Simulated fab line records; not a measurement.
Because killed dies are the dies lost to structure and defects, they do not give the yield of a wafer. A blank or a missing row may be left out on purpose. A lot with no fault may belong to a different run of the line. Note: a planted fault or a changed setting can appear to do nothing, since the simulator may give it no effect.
Matching of chambers | flow n5-finfet | N5_BEOL_M5_STRIP_36 on rie-diel-06 has 4 sister chambers
The step strips in N2/H2. 18 wafers are shown with their chamber, then 9 later ones without.

## WAFERS, EACH WITH ITS CHAMBER
wafer  | chamber | showerhead-plenum-p-Torr (Torr) | drypump-motor-current-A (A) | throttle-valve-pct (%)
L075.2 | 3       | 2.35                            | 5.9                         | 23.5
L075.5 | 0       | 2.43                            | 6.5                         | 23.3
L075.6 | 3       | 2.35                            | 5.8                         | 23.5
L081.2 | 0       | 2.43                            | 6.5                         | 23.3
L081.4 | 0       | 2.43                            | 6.5                         | 23.4
L081.6 | 1       | 2.70                            | 6.5                         | 23.6
L082.2 | 1       | 2.70                            | 6.5                         | 23.6
L082.3 | 0       | 2.43                            | 6.5                         | 23.3
L082.6 | 1       | 2.70                            | 6.5                         | 23.6
L084.1 | 1       | 2.70                            | 6.5                         | 23.6
L084.2 | 2       | 2.47                            | 5.6                         | 23.8
L084.5 | 3       | 2.34                            | 5.9                         | 23.5
L088.1 | 0       | 2.42                            | 6.5                         | 23.3
L088.2 | 2       | 2.47                            | 5.6                         | 23.8
L088.3 | 1       | 2.70                            | 6.5                         | 23.6
L087.1 | 3       | 2.34                            | 5.9                         | 23.5
L087.2 | 2       | 2.47                            | 5.6                         | 23.8
L087.3 | 1       | 2.70                            | 6.5                         | 23.6

SIGNATURES (means of the wafers above)
reading                  | chamber 0 | chamber 1 | chamber 2 | chamber 3 | scatter within a chamber
showerhead-plenum-p-Torr | 2.4280    | 2.7000    | 2.4700    | 2.3450    | 0.00359
drypump-motor-current-A  | 6.500     | 6.500     | 5.600     | 5.875     | 0.0231
throttle-valve-pct       | 23.320    | 23.600    | 23.800    | 23.500    | 0.0239
Rule: a wafer lies at a distance from a chamber equal to the root of the sum of squares, over the readings, of (its reading less the chamber's mean, divided by the reading's scatter). The wafer belongs to the nearest chamber; if the next one is less than 2 further off, it can't be placed. The scatter is the square root of a quotient: the sum, over the shown wafers, of each reading's squared deviation from its chamber's mean, divided by wafers minus chambers.

## WAFERS MISSING THEIR CHAMBER
wafer  | showerhead-plenum-p-Torr (Torr) | drypump-motor-current-A (A) | throttle-valve-pct (%)
L089.1 | 2.70                            | 6.5                         | 23.6
L089.3 | 2.42                            | 6.5                         | 23.4
L089.4 | 2.34                            | 5.9                         | 23.5
L094.1 | 2.33                            | 5.9                         | 23.5
L094.2 | 2.69                            | 6.5                         | 23.7
L094.3 | 2.46                            | 5.6                         | 23.8
L095.3 | 2.41                            | 6.5                         | 23.4
L095.5 | 2.46                            | 5.6                         | 23.8
L095.6 | 2.33                            | 5.9                         | 23.6

## CHAMBER TAKEN BY EACH
wafer  | from the rows above | in truth
L089.1 | 1                   | 1
L089.3 | 0                   | 0
L089.4 | 3                   | 3
L094.1 | 3                   | 3
L094.2 | 1                   | 1
L094.3 | 2                   | 2
L095.3 | 0                   | 0
L095.5 | 2                   | 2
L095.6 | 3                   | 3
Correct placement for 9 of the 9. Left unplaced by these rows: 0. 0 placed wrongly.
